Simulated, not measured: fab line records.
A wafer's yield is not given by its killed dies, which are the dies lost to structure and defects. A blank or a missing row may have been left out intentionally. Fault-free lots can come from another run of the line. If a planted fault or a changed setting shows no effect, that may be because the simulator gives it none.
Which of the tools did it? ; flow nand_harc ; 18 wafers from 6 lots sampled at 3 of the route's 1302 steps

## WHAT THE GAUGES SHOWED, per wafer
NHARC_HYBRID_BOND_INSPECT_06: inspects for defects (ir void).
lot;measured;on;raw_defect_count
L283;day 24 02:39;defect_inspect-02;170 162 134
L285;day 24 17:55;defect_inspect-01;25 21 21
L286;day 25 16:10;defect_inspect-01;119 134 122
L298;day 30 23:52;defect_inspect-01;83 89 80
L299;day 31 03:35;defect_inspect-01;129 125 153
L303;day 32 17:19;defect_inspect-01;84 92 97

## WHAT TOOL EACH LOT RAN ON (gives the tool, then ch and the chambers of the sampled wafers, and finally the start)
lot;NHARC_A_BONDPAD_ECD_18;NHARC_HYBRID_BOND_ACTIVATE_00
L283;ecd_cu-02 ch 0,1, day 23 15:01;rie_diel-11 ch 0,1,3, day 23 16:16
L285;ecd_cu-02 ch 0,1, day 24 07:10;rie_diel-11 ch 1,2,3, day 24 08:28
L286;ecd_cu-02 ch 0, day 25 05:33;rie_diel-11 ch 1,2, day 25 06:49
L298;ecd_cu-01 ch 0,1, day 30 12:03;rie_diel-11 ch 0,1,3, day 30 13:23
L299;ecd_cu-02 ch 0,1, day 30 16:43;rie_diel-11 ch 0,1,3, day 30 18:08
L303;ecd_cu-01 ch 0,1, day 32 06:32;rie_diel-13 ch 1,2,3, day 32 07:49
- NHARC_A_BONDPAD_ECD_18: material Cu, target thk 400 nm.
- NHARC_HYBRID_BOND_ACTIVATE_00: chemistry N2, time 60 s.

## THE ANSWER, worked out from the rows above alone
Rule: what is usual is taken from the lots themselves. The widest of any qualifying gaps counts: lots, ordered by their means at a reading, are off when they make up no more than a third of the lots, leave a main group of 4 or more, and stand apart from it by 3 or more times the standard deviation of that group's means. A main group whose means are all the same, to the digits that the tables above print for the reading, isn't used. A lot without any number at a reading at which 4 lots or more have one is off too. All remaining lots with rows at the step are treated as sound.
None of the lots is off at any reading shown; this tells nothing.

## WHAT THE SIMULATOR PUT IN
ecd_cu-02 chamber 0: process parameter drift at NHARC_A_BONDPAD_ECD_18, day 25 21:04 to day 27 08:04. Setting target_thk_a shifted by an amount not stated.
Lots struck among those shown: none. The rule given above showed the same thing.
